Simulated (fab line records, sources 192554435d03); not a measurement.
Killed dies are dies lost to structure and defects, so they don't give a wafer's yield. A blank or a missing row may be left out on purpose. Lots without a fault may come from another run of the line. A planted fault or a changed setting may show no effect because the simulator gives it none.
Chamber matching | flow n5_finfet | N5_GATE_CUT_CMP_43 on cmp-01: 4 sister chambers
The step polishes SiO2. 8 wafers are shown with their chamber, then 12 later ones without.

WAFERS WITH THEIR CHAMBER
wafer  | chamber | motor_current_A (A) | slurry_flow_ml_min
L079.4 | 2       | 12.4                | 150.1
L083.4 | 2       | 12.9                | 150.0
L082.1 | 3       | 11.7                | 150.1
L082.2 | 1       | 11.6                | 149.9
L082.6 | 0       | 14.6                | 149.9
L085.2 | 0       | 13.6                | 150.6
L085.4 | 1       | 11.7                | 149.1
L085.5 | 3       | 12.1                | 149.4

WAFERS WITHOUT THEIR CHAMBER
wafer  | motor_current_A (A) | slurry_flow_ml_min
L090.1 | 14.1                | 149.8
L090.3 | 11.8                | 150.2
L090.5 | 12.2                | 150.7
L091.1 | 11.8                | 149.6
L091.2 | 13.0                | 149.6
L091.3 | 11.9                | 150.1
L092.3 | 12.2                | 149.8
L092.5 | 12.4                | 149.9
L092.6 | 15.0                | 151.0
L097.1 | 12.5                | 150.5
L097.5 | 11.2                | 150.7
L097.6 | 13.1                | 150.6

WHICH CHAMBER EACH WENT THROUGH
wafer  | from the rows above               | in truth
L090.1 | 0                                 | 0
L090.3 | can't be placed: 3 or 1 or 2      | 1
L090.5 | can't be placed: 2 or 3 or 1      | 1
L091.1 | can't be placed: 3 or 1 or 2      | 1
L091.2 | can't be placed: 2 or 3 or 0 or 1 | 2
L091.3 | can't be placed: 3 or 1 or 2      | 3
L092.3 | can't be placed: 3 or 2 or 1      | 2
L092.5 | can't be placed: 2 or 3 or 1      | 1
L092.6 | 0                                 | 0
L097.1 | can't be placed: 2 or 3 or 1      | 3
L097.5 | can't be placed: 3 or 1 or 2      | 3
L097.6 | can't be placed: 2 or 0 or 3      | 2
Placed correctly: 2 of 12. Can't be placed from these rows: 10 (the true chamber is among the candidates in 10). Placed wrongly: 0.
How it was worked out, from the rows above alone: a wafer's distance from a chamber is the root of the sum, over the readings, of the square of ((its reading less the chamber's mean) divided by the reading's scatter). The wafer belongs to the nearest chamber; if the next one is less than 2 further off, it can't be placed. A chamber's mean is the mean of its shown wafers. The scatter: the root of (the sum of the squares of (reading less its chamber's mean) over the shown wafers, divided by (wafers less chambers)).
